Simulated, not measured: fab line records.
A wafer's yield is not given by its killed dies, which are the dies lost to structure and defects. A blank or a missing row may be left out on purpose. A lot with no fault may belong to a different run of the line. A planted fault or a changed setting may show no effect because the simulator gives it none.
What tool caused it? | flow nandHarc | 11 lots with 33 wafers sampled at 4 steps, on a route of 1302 steps

== WHAT THE GAUGES SHOWED, per wafer ==
NHARC_P_GATE_CD_MEAS_11: the cd target is 1640 nm.
lot  | measured     | on       | cdNm (nm)
L733 | day 5 09:54  | cdSem-02 | 1639.5 1643.8 1641.6
L734 | day 5 14:08  | cdSem-01 | 1639.7 1639.7 1637.0
L736 | day 6 10:51  | cdSem-01 | 1640.4 1640.7 1638.4
L740 | day 8 05:13  | cdSem-02 | - - -
L745 | day 10 12:38 | cdSem-02 | 1639.6 1640.8 1638.2
L749 | day 11 23:25 | cdSem-02 | 1638.3 1640.3 1639.7
L750 | day 12 04:20 | cdSem-02 | 1641.1 1641.3 1639.4
L751 | day 12 21:11 | cdSem-02 | 1639.4 1641.8 1638.1
L752 | day 13 02:03 | cdSem-01 | 1639.6 1642.7 1641.3
L753 | day 13 13:10 | cdSem-02 | 1640.9 1641.8 1642.1
L754 | day 14 01:31 | cdSem-02 | 1640.3 1642.1 1641.0

== EACH LOT AND THE TOOL THAT RAN IT (in order: tool; ch and the chambers of the sampled wafers; start) ==
lot  | NHARC_P_ZERO_WELL_DESCUM_54       | NHARC_P_STI_ETCH_42               | NHARC_P_GATE_EXPOSE_08
L733 | rieDiel-11 ch 0,2,3, day 2 21:38  | rieDiel-08 ch 0,1,3, day 3 19:29  | krfScanner-02 ch 0, day 5 09:44
L734 | rieDiel-13 ch 1,2, day 3 08:03    | rieDiel-01 ch 0,3, day 4 03:11    | krfScanner-03 ch 0, day 5 13:58
L736 | rieDiel-13 ch 0,3, day 4 03:47    | rieDiel-01 ch 2,3, day 4 21:58    | krfScanner-03 ch 0, day 6 10:41
L740 | rieDiel-10 ch 0,2,3, day 5 20:05  | rieDiel-08 ch 1,2,3, day 6 13:26  | krfScanner-03 ch 0, day 8 05:04
L745 | rieDiel-11 ch 0,2,3, day 7 21:54  | rieDiel-08 ch 0,3, day 8 18:26    | krfScanner-02 ch 0, day 10 12:28
L749 | rieDiel-11 ch 0,2, day 9 13:53    | rieDiel-08 ch 1,2,3, day 10 07:32 | krfScanner-03 ch 0, day 11 23:16
L750 | rieDiel-11 ch 0,1,3, day 10 00:17 | rieDiel-01 ch 0,1,2, day 10 17:36 | krfScanner-03 ch 0, day 12 04:11
L751 | rieDiel-10 ch 1,2,3, day 10 09:49 | rieDiel-01 ch 0,1,2, day 11 05:38 | krfScanner-04 ch 0, day 12 21:01
L752 | rieDiel-11 ch 1,2,3, day 10 20:23 | rieDiel-07 ch 0,3, day 11 14:14   | krfScanner-03 ch 0, day 13 01:53
L753 | rieDiel-13 ch 0,2,3, day 11 05:56 | rieDiel-07 ch 0,1,2, day 12 01:25 | krfScanner-04 ch 0, day 13 13:01
L754 | rieDiel-10 ch 0,1,2, day 11 15:57 | rieDiel-01 ch 0,1,3, day 12 10:47 | krfScanner-04 ch 0, day 14 01:21
- NHARC_P_ZERO_WELL_DESCUM_54: chemistry O2, time 3 s.
- NHARC_P_STI_ETCH_42: etches the open film in N2/H2, target depth 80 nm, overetch 24 nm, time 61 s.
- NHARC_P_GATE_EXPOSE_08: exposes mask P HV.

== THE ANSWER, worked out from the rows above alone ==
Rule: the usual values come from the lots themselves. The widest of any qualifying gaps counts: lots, ordered by their means at a reading, are off when they make up no more than a third of the lots, leave a main group of 4 or more, and stand apart from it by 3 or more times the standard deviation of that group's means. A main group is skipped when, at the precision printed for the reading in the tables above, its means are all equal. A lot without any number at a reading at which 4 lots or more have one is off too. Where the step has rows for the other lots, those lots are counted as sound.
Off: L740, at NHARC_P_GATE_CD_MEAS_11 (cdNm). Without a number there: L740. The main group has a mean of 1640.4 nm with a standard deviation of 0.96.
A tool fits if, at a process step before that reading, it ran every lot that is off, and no sound lot after the first of them. Those tools and the gauges at NHARC_P_GATE_CD_MEAS_11 are tried in the same way. Not one of the candidates tried fits.

== WHAT THE SIMULATOR HAD INSERTED ==
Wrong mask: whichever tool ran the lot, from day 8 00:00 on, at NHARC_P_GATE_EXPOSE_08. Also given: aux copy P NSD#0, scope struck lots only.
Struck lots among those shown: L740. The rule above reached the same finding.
